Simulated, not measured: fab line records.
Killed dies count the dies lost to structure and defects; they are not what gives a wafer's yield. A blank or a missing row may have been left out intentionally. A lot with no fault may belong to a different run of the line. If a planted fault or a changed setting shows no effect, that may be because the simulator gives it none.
Split-lot experiment    flow n5_finfet    route with 1938 steps; 7 lots, 21 wafers read

## THE SPLIT ITSELF
At N5_GATE_CUT_EXPOSE_10 (exposes mask GATE CUT, target cd 20 nm), the setting dose_mj was moved away from the recipe's 43.25 on 7 of the 21 wafers read, by -7.5% to +4.2%. For the rest of the wafers, this setting stayed at what the recipe calls for.

## FROM THE SPLIT TO THE READING: what the file shows between them, 2 steps
- N5_GATE_CUT_PEB_11: peb time 60 s
- N5_GATE_CUT_DEVELOP_12: develop time 30 s

## THE READING
cd_nm (nm) at N5_GATE_CUT_CD_MEAS_13, where the cd target is 20 nm. A value of 19.89 nm with a standard deviation of 0.27 nm is what fault-free wafers of this fab line usually give.

wafer   tool, chamber at the split  dose_mj as run  against the recipe  cd_nm, nm  against lot-mates on the recipe
L080.1  euv_scanner-01, 0           43.25           recipe              20.09      -
L080.2  euv_scanner-01, 0           43.25           recipe              20.43      -
L080.4  euv_scanner-01, 0           43.25           recipe              20.68      -
L087.1  euv_scanner-02, 0           45.08           +4.2%               20.69      +1.00
L087.5  euv_scanner-02, 0           43.25           recipe              19.80      -
L087.6  euv_scanner-02, 0           43.25           recipe              19.58      -
L089.1  euv_scanner-02, 0           40.02           -7.5%               17.66      -2.04
L089.3  euv_scanner-02, 0           40.02           -7.5%               17.79      -1.91
L089.4  euv_scanner-02, 0           43.25           recipe              19.70      -
L091.1  euv_scanner-01, 0           43.25           recipe              19.80      -
L091.3  euv_scanner-01, 0           44.62           +3.2%               20.51      +0.71
L091.5  euv_scanner-01, 0           44.62           +3.2%               20.28      +0.48
L092.3  euv_scanner-01, 0           43.25           recipe              19.74      -
L092.4  euv_scanner-01, 0           43.25           recipe              19.48      -
L092.5  euv_scanner-01, 0           43.25           recipe              20.01      -
L093.1  euv_scanner-01, 0           43.25           recipe              19.53      -
L093.2  euv_scanner-01, 0           40.05           -7.4%               17.71      -1.82
L093.5  euv_scanner-01, 0           40.05           -7.4%               17.98      -1.55
L095.2  euv_scanner-02, 0           43.25           recipe              20.11      -
L095.3  euv_scanner-02, 0           43.25           recipe              19.84      -
L095.6  euv_scanner-02, 0           43.25           recipe              20.19      -

THE FIT
A straight line over all 21 wafers: cd_nm changes by +0.263 nm for each +1% of dose_mj; r = +0.94; the points scatter about the line by 0.33 nm.
The same after taking each lot's own level away (the mean of its wafers on the recipe; 21 wafers): +0.239 nm for each +1%; r = +0.98; scatter 0.18 nm.
That fit puts the effect of the largest move of dose_mj on the reading at 1.8 nm.
Across the lots, their own levels run from 19.530 to 20.400 nm, a range of 3.2 times the standard deviation given above.
Thus the slope moves with the lot-to-lot level: the two fits are different.
Check: with one of the wafers moved furthest among these (-7.5%) left out of the fit, the line predicts -1.75 nm for it against its lot-mates. It came out at -2.04 nm against them.

## FURTHER SPLITS ON THESE WAFERS
Note: prior to the reading, these wafers also went through further splits. Each is held against what the fit with the lots' levels taken away leaves over:
other split on the same wafers     wafers away from the commonest value  r with cd_nm (lot level and that fit taken away)
N5_ZERO_LAYER_PECVD_02 time_s      5                                     +0.19
N5_WELL_APT_COAT_19 spin_rpm       9                                     -0.25
N5_WELL_APT_EXPOSE_22 dose_mj      7                                     -0.21
N5_FIN_SAQP_MANDREL_ETCH_22 icp_w  8                                     -0.08
N5_FIN_SAQP_FIN_ETCH_36 icp_w      9                                     +0.11
N5_DUMMY_GATE_COAT_35 spin_rpm     5                                     -0.35
N5_DUMMY_GATE_COAT_28 spin_rpm     8                                     +0.07
N5_SD_EPI_P_ETCH_37 source_w       9                                     -0.31
N5_HKMG_FIN_HK_ALD_01 ald_cycles   5                                     -0.02
N5_HKMG_FIN_COAT_41 temp_c         4                                     -0.01

## FILE'S OWN FIT
cd_nm changes by +0.242 nm for each +1% of dose_mj, r = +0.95.
